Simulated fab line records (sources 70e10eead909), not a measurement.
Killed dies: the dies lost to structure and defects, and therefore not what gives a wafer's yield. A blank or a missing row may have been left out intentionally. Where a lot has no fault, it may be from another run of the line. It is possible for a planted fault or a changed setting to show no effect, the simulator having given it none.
Which tool is to blame?    flow nand-harc    Sampling: 15 lots, 42 wafers, 4 of 1302 route steps

WHAT EACH GAUGE READ, for each wafer
The record holds no reading of a measuring or inspecting step that can be judged against a usual standard deviation.

WHAT TOOL EACH LOT RAN ON (gives the tool, then ch and the chambers of the sampled wafers, and finally the start)
lot   NHARC_A_CONTACT_ETCH_88             NHARC_A_CONTACT_ETCH_89                        NHARC_A_CONTACT_ETCH_98             NHARC_A_CONTACT_ETCH_110
L315  rie-diel-04 ch 2,3, day 22 20:03    rie-diel-04 ch 0,2, day 22 23:18 or earlier    rie-diel-04 ch 0,2,3, day 22 23:18  rie-diel-04 ch 0,3, day 22 23:45
L317  rie-diel-04 ch 0,3, day 23 04:01    rie-diel-11 ch 1,2,3, day 23 04:13             rie-diel-13 ch 1,3, day 23 07:15    rie-diel-13 ch 0,2, day 23 07:38
L318  rie-diel-04 ch 1,2,3, day 24 02:17  rie-diel-04 ch 0,2,3, day 24 05:19 or earlier  rie-diel-04 ch 2,3, day 24 05:19    rie-diel-04 ch 1,2,3, day 24 05:44
L320  rie-diel-04 ch 0,1, day 24 16:05    rie-diel-04 ch 2,3, day 24 19:13 or earlier    rie-diel-04 ch 2,3, day 24 19:13    rie-diel-04 ch 1,2,3, day 24 19:50
L322  rie-diel-04 ch 1,2, day 26 04:28    rie-diel-04 ch 2,3, day 26 07:29 or earlier    rie-diel-13 ch 0,1,2, day 26 07:29  rie-diel-04 ch 0,1, day 26 07:51
L324  rie-diel-11 ch 1,2,3, day 26 05:59  rie-diel-11 ch 1,2, day 26 08:59 or earlier    rie-diel-04 ch 0,2,3, day 26 08:59  rie-diel-04 ch 0,2,3, day 26 09:22
L325  rie-diel-04 ch 0,1, day 26 19:52    rie-diel-04 ch 2,3, day 26 22:52 or earlier    rie-diel-04 ch 0,3, day 26 22:52    rie-diel-13 ch 1,2, day 26 23:14
L326  rie-diel-04 ch 0,2, day 27 16:05    rie-diel-04 ch 0,2, day 27 19:07 or earlier    rie-diel-04 ch 0,3, day 27 19:07    rie-diel-04 ch 0,1,2, day 27 19:29
L329  rie-diel-13 ch 0,1,3, day 27 21:44  rie-diel-13 ch 0,1, day 28 00:57 or earlier    rie-diel-04 ch 1,2,3, day 28 00:57  rie-diel-04 ch 0,1,3, day 28 01:19
L327  rie-diel-13 ch 0,3, day 28 00:01    rie-diel-13 ch 1,3, day 28 03:22 or earlier    rie-diel-04 ch 1,2, day 28 03:22    rie-diel-04 ch 1,2, day 28 03:44
L328  rie-diel-04 ch 0,2,3, day 28 11:59  rie-diel-04 ch 0,2,3, day 28 15:59 or earlier  rie-diel-04 ch 2,3, day 28 15:59    rie-diel-04 ch 0,1, day 28 16:22
L331  rie-diel-04 ch 2, day 29 18:55      rie-diel-04 ch 2,3, day 29 21:58 or earlier    rie-diel-04 ch 1,2, day 29 21:58    rie-diel-11 ch 1,3, day 29 22:20
L333  rie-diel-04 ch 0,1, day 29 22:35    rie-diel-04 ch 1,2, day 30 01:36 or earlier    rie-diel-04 ch 1, day 30 01:36      rie-diel-11 ch 0,3, day 30 01:59
L332  rie-diel-04 ch 2,3, day 30 00:33    rie-diel-04 ch 0,2, day 30 03:34 or earlier    rie-diel-04 ch 0,1, day 30 03:34    rie-diel-04 ch 1,2, day 30 03:56
L337  rie-diel-04 ch 0,1,2, day 32 01:31  rie-diel-04 ch 0,2, day 32 04:35 or earlier    rie-diel-04 ch 0,1, day 32 04:35    rie-diel-04 ch 0,2,3, day 32 04:58
- NHARC_A_CONTACT_ETCH_88: etches the open film in CF4, target depth 39 nm, time 65 s.
- NHARC_A_CONTACT_ETCH_89: etches the open film in N2/H2, target depth 260 nm, time 475.3 s.
- NHARC_A_CONTACT_ETCH_98: etches the open film in C4F6/O2, target depth 20 nm, time 10 s.
- NHARC_A_CONTACT_ETCH_110: etches the open film in CF4/O2, target depth 60 nm, overetch 6 nm, time 33 s.

WHAT THE TOOLS THEMSELVES READ (means of the sampled wafers that have a number; where no wafer has one, the mark that the record gives instead)
NHARC_A_CONTACT_ETCH_88. Usual: cf4-flow-sccm 149.9 sccm, standard deviation 0.43; drypump-motor-current-A 5.6 A, standard deviation 0.38; oes-product-au 1.002 a.u., standard deviation 0.01; rf-vpp-V 150.8 V, standard deviation 1; showerhead-plenum-p-Torr 1.74 Torr, standard deviation 0.054; throttle-valve-pct 13.283 %, standard deviation 0.0098.
lot   tool         cf4-flow-sccm (sccm)  drypump-motor-current-A (A)  oes-product-au (a.u.)  rf-vpp-V (V)  showerhead-plenum-p-Torr (Torr)  throttle-valve-pct (%)  flag
L315  rie-diel-04  149.9                 5.7                          1.011                  151.1         1.75                             13.282                  
L317  rie-diel-04  149.7                 5.6                          1.003                  151.0         1.75                             13.278                  
L318  rie-diel-04  150.2                 5.5                          0.997                  150.6         1.72                             13.286                  
L320  rie-diel-04  149.9                 5.3                          0.990                  150.5         1.70                             13.289                  
L322  rie-diel-04  149.7                 5.3                          1.004                  150.6         1.70                             13.289                  
L324  rie-diel-11  150.2                 5.9                          0.993                  151.4         1.77                             13.283                  
L325  rie-diel-04  150.1                 5.3                          0.995                  149.7         1.69                             13.273                  
L326  rie-diel-04  149.5                 5.6                          1.009                  150.3         1.73                             13.280                  
L329  rie-diel-13  149.9                 5.5                          1.004                  151.4         1.76                             13.281                  
L327  rie-diel-13  149.8                 6.1                          1.004                  150.7         1.77                             13.289                  
L328  rie-diel-04  150.0                 5.6                          0.995                  150.3         1.74                             13.284                  
L331  rie-diel-04  149.9                 5.7                          1.017                  152.6         1.74                             13.290                  
L333  rie-diel-04  150.2                 5.3                          1.006                  150.8         1.69                             13.285                  
L332  rie-diel-04  149.8                 5.7                          1.002                  150.8         1.75                             13.281                  
L337  rie-diel-04  149.7                 5.4                          0.999                  150.5         1.71                             13.287                  

NHARC_A_CONTACT_ETCH_89. Usual: drypump-motor-current-A 5.6 A, standard deviation 0.39; oes-product-au 1.002 a.u., standard deviation 0.0099; rf-vpp-V 429.4 V, standard deviation 2.1; showerhead-plenum-p-Torr 2.00 Torr, standard deviation 0.069; throttle-valve-pct 14.171 %, standard deviation 0.0097.
lot   tool         drypump-motor-current-A (A)  oes-product-au (a.u.)  rf-vpp-V (V)  showerhead-plenum-p-Torr (Torr)  throttle-valve-pct (%)  flag
L315  rie-diel-04  5.6                          1.014                  429.6         2.00                             14.176                  
L317  rie-diel-11  6.0                          0.994                  430.2         2.04                             14.172                  
L318  rie-diel-04  5.6                          0.999                  429.3         2.00                             14.172                  
L320  rie-diel-04  5.7                          1.003                  429.9         2.02                             14.187                  
L322  rie-diel-04  5.7                          1.005                  429.4         2.02                             14.171                  
L324  rie-diel-11  6.0                          0.993                  429.5         1.97                             14.168                  
L325  rie-diel-04  5.7                          1.002                  429.5         2.02                             14.182                  
L326  rie-diel-04  5.6                          1.007                  428.2         1.99                             14.171                  
L329  rie-diel-13  5.9                          1.010                  428.2         1.96                             14.168                  
L327  rie-diel-13  4.9                          1.001                  430.5         2.03                             14.177                  
L328  rie-diel-04  5.6                          1.009                  429.6         2.00                             14.173                  
L331  rie-diel-04  5.7                          1.005                  429.6         2.01                             14.172                  
L333  rie-diel-04  5.5                          1.010                  428.4         1.96                             14.171                  
L332  rie-diel-04  5.6                          1.011                  428.9         1.99                             14.155                  
L337  rie-diel-04  5.6                          0.998                  429.6         1.99                             14.173                  

NHARC_A_CONTACT_ETCH_98. Usual: drypump-motor-current-A 5.6 A, standard deviation 0.4; oes-product-au 0.963 a.u., standard deviation 0.026; rf-vpp-V 545.3 V, standard deviation 2.5; showerhead-plenum-p-Torr 3.85 Torr, standard deviation 0.12; throttle-valve-pct 26.904 %, standard deviation 0.0092.
lot   tool         drypump-motor-current-A (A)  oes-product-au (a.u.)  rf-vpp-V (V)  showerhead-plenum-p-Torr (Torr)  throttle-valve-pct (%)  flag
L315  rie-diel-04  5.6                          0.961                  545.8         3.87                             26.910                  
L317  rie-diel-13  4.9                          1.001                  547.8         3.93                             26.905                  
L318  rie-diel-04  5.7                          0.953                  546.1         3.88                             26.898                  
L320  rie-diel-04  5.7                          0.967                  545.5         3.88                             26.908                  
L322  rie-diel-13  5.6                          1.000                  544.2         3.78                             26.906                  
L324  rie-diel-04  5.6                          0.942                  545.4         3.86                             26.912                  
L325  rie-diel-04  5.6                          0.960                  546.3         3.87                             26.906                  
L326  rie-diel-04  5.6                          0.947                  545.6         3.86                             26.913                  
L329  rie-diel-04  5.5                          0.953                  544.8         3.82                             26.912                  
L327  rie-diel-04  5.5                          1.013                  546.1         3.82                             26.902                  
L328  rie-diel-04  5.7                          0.930                  545.4         3.87                             26.900                  
L331  rie-diel-04  5.5                          0.744                  544.7         3.79                             26.904                  OFF
L333  rie-diel-04  5.2                          0.732                  541.5         3.70                             26.895                  OFF
L332  rie-diel-04  5.3                          0.847                  543.9         3.75                             26.902                  OFF
L337  rie-diel-04  5.4                          0.938                  543.9         3.77                             26.898                  

NHARC_A_CONTACT_ETCH_110. Usual: cf4-flow-sccm 79.98 sccm, standard deviation 0.26; drypump-motor-current-A 5.6 A, standard deviation 0.37; oes-product-au 1.000 a.u., standard deviation 0.0089; rf-vpp-V 197.3 V, standard deviation 1.1; showerhead-plenum-p-Torr 1.31 Torr, standard deviation 0.045; throttle-valve-pct 13.396 %, standard deviation 0.0091.
lot   tool         cf4-flow-sccm (sccm)  drypump-motor-current-A (A)  oes-product-au (a.u.)  rf-vpp-V (V)  showerhead-plenum-p-Torr (Torr)  throttle-valve-pct (%)  flag
L315  rie-diel-04  79.83                 5.6                          1.000                  197.5         1.32                             13.398                  
L317  rie-diel-13  80.09                 5.9                          1.002                  197.9         1.28                             13.390                  
L318  rie-diel-04  80.07                 5.5                          0.996                  197.3         1.30                             13.407                  
L320  rie-diel-04  79.73                 5.5                          0.996                  197.0         1.30                             13.395                  
L322  rie-diel-04  80.15                 5.3                          0.989                  196.3         1.29                             13.400                  
L324  rie-diel-04  79.98                 5.6                          1.006                  197.4         1.31                             13.405                  
L325  rie-diel-13  79.96                 5.1                          1.002                  196.9         1.28                             13.395                  
L326  rie-diel-04  79.91                 5.5                          0.996                  197.8         1.29                             13.402                  
L329  rie-diel-04  80.09                 5.5                          1.003                  196.7         1.29                             13.402                  
L327  rie-diel-04  79.97                 5.4                          1.003                  196.5         1.28                             13.393                  
L328  rie-diel-04  79.88                 5.3                          1.004                  196.5         1.27                             13.393                  
L331  rie-diel-11  80.00                 6.2                          0.987                  198.8         1.35                             13.389                  
L333  rie-diel-11  80.27                 6.1                          0.997                  199.7         1.40                             13.393                  
L332  rie-diel-04  80.14                 5.5                          1.006                  196.1         1.28                             13.393                  
L337  rie-diel-04  80.07                 5.6                          1.002                  197.4         1.31                             13.395                  

THE ANSWER, worked out from the rows above alone
Rule: a lot counts as off when the mean over its wafers that have a number is more than 3 standard deviations away from the usual mean. A lot without any number at a reading at which 4 lots or more have one is off too. Any other lot the step has rows for is counted as sound. The gauges are gone through in route order, then the tools' own readings, and for those a lot's mean is taken as printed above. The first step at which some lot is off is used, and at that step the reading that is off furthest; a lot without a number counts as furthest.
Off at NHARC_A_CONTACT_ETCH_98 (oes-product-au): L331, L333, L332.
If a tool, at that step or one of the process steps before it, ran each lot that is off and ran no sound lot following the first of them, it fits. Because NHARC_A_CONTACT_ETCH_89 lacks a start for some lots, the hours and order of its lots are taken from NHARC_A_CONTACT_ETCH_98. Not one of the candidates tried fits.

WHAT THE SIMULATOR HAD PUT IN
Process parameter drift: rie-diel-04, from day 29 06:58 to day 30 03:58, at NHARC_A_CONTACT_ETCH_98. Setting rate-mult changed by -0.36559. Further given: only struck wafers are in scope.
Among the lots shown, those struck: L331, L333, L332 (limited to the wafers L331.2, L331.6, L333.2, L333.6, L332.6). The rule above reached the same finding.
